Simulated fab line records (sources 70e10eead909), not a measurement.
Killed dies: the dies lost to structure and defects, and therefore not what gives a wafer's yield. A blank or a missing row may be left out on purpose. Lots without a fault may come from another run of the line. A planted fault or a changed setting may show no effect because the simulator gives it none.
Chamber matching ; flow nand harc ; NHARC_A_STAIRCASE_TRIM_12 on rie diel-04 has 4 sister chambers
The step chemistry O2, time 211.2 s. 18 wafers are shown with their chamber, then 9 later ones without.

== WAFERS PAIRED WITH THEIR CHAMBERS ==
wafer;chamber;drypump motor current A (A);showerhead plenum p Torr (Torr);rf vpp V (V)
L074.2;0;4.6;3.78;58.4
L074.3;2;5.8;3.46;57.3
L074.6;1;4.9;3.32;57.5
L076.1;1;4.9;3.32;57.9
L076.3;0;4.6;3.77;59.1
L076.4;2;5.8;3.45;58.4
L081.2;2;5.8;3.45;56.8
L081.5;2;5.8;3.45;56.6
L081.6;3;6.2;3.60;55.4
L086.3;3;6.2;3.59;56.7
L086.4;2;5.8;3.44;58.0
L086.5;1;5.0;3.30;56.3
L088.1;0;4.6;3.75;58.4
L088.4;3;6.2;3.58;56.4
L088.5;0;4.6;3.75;58.1
L091.3;1;5.0;3.29;58.0
L091.4;0;4.7;3.74;60.0
L091.6;1;5.0;3.29;56.9

SIGNATURES, as means of the wafers listed above
reading;chamber 0;chamber 1;chamber 2;chamber 3;scatter within a chamber
drypump motor current A;4.620;4.960;5.800;6.200;0.0378
showerhead plenum p Torr;3.7580;3.3040;3.4500;3.5900;0.0131
rf vpp V;58.800;57.320;57.420;56.167;0.741
Rule: distance of a wafer from a chamber = root of the sum over the readings of ((wafer's reading minus chamber's mean) / reading's scatter) squared. If the next closest chamber is less than 2 further off than the closest, the wafer can't be placed; otherwise it belongs to the closest. The scatter: the root of (the sum of the squares of (reading less its chamber's mean) over the shown wafers, divided by (wafers less chambers)).

== WAFERS WITHOUT THEIR CHAMBER ==
wafer;drypump motor current A (A);showerhead plenum p Torr (Torr);rf vpp V (V)
L094.4;5.0;3.29;57.7
L094.5;4.9;3.29;56.6
L094.6;4.6;3.74;57.5
L093.3;4.9;3.29;57.8
L093.5;4.9;3.29;58.5
L093.6;4.6;3.74;57.4
L095.1;6.2;3.57;56.7
L095.2;4.9;3.29;57.4
L095.5;6.2;3.57;56.9

== WHICH CHAMBER EACH WENT THROUGH ==
wafer;from the rows above;in truth
L094.4;1;1
L094.5;1;1
L094.6;0;0
L093.3;1;1
L093.5;1;1
L093.6;0;0
L095.1;3;3
L095.2;1;1
L095.5;3;3
9 of 9 placed correctly. Number that these rows cannot place: 0. Placed wrongly: 0.
